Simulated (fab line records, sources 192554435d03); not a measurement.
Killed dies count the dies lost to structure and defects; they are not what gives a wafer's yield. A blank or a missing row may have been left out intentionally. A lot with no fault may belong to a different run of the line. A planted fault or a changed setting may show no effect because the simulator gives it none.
Chamber matching + flow n5 finfet + N5_FIN_SAQP_STRIP_70 on rie diel-02: 4 sister chambers
The step strips in N2/H2. 8 wafers are shown with their chamber, then 8 later ones without.

== WAFERS WITH THEIR CHAMBER ==
| wafer  | chamber | showerhead plenum p Torr (Torr) | throttle valve pct (%) |
|--------|---------|---------------------------------|------------------------|
| L085.1 | 0       | 3.22                            | 18.65                  |
| L085.6 | 1       | 3.50                            | 18.85                  |
| L086.3 | 2       | 3.55                            | 19.23                  |
| L086.6 | 2       | 3.55                            | 19.23                  |
| L092.1 | 1       | 3.49                            | 18.88                  |
| L092.2 | 3       | 3.24                            | 19.07                  |
| L092.5 | 3       | 3.24                            | 19.06                  |
| L094.1 | 0       | 3.21                            | 18.67                  |

== WAFERS WITHOUT THEIR CHAMBER ==
| wafer  | showerhead plenum p Torr (Torr) | throttle valve pct (%) |
|--------|---------------------------------|------------------------|
| L094.5 | 3.54                            | 19.24                  |
| L094.6 | 3.23                            | 19.07                  |
| L096.3 | 3.49                            | 18.88                  |
| L096.4 | 3.21                            | 18.67                  |
| L096.6 | 3.23                            | 19.09                  |
| L097.3 | 3.54                            | 19.29                  |
| L097.4 | 3.21                            | 18.68                  |
| L097.5 | 3.49                            | 18.89                  |

== WHICH CHAMBER EACH ONE RAN IN ==
| wafer  | from the rows above | in truth |
|--------|---------------------|----------|
| L094.5 | 2                   | 2        |
| L094.6 | 3                   | 3        |
| L096.3 | 1                   | 1        |
| L096.4 | 0                   | 0        |
| L096.6 | 3                   | 3        |
| L097.3 | 2                   | 2        |
| L097.4 | 0                   | 0        |
| L097.5 | 1                   | 1        |
8 of 8 placed correctly. Can't be placed from these rows: 0. Placed wrongly: 0.
How it was worked out, from the rows above alone: a wafer's distance from a chamber is the root of the sum, over the readings, of the square of ((its reading less the chamber's mean) divided by the reading's scatter). The wafer belongs to the nearest chamber; if the next one is less than 2 further off, it can't be placed. A chamber's mean is the mean of its shown wafers. How the scatter is found: for the shown wafers, subtract from each reading the mean of its chamber, square and add these, divide the total by (wafers less chambers), then take the root.
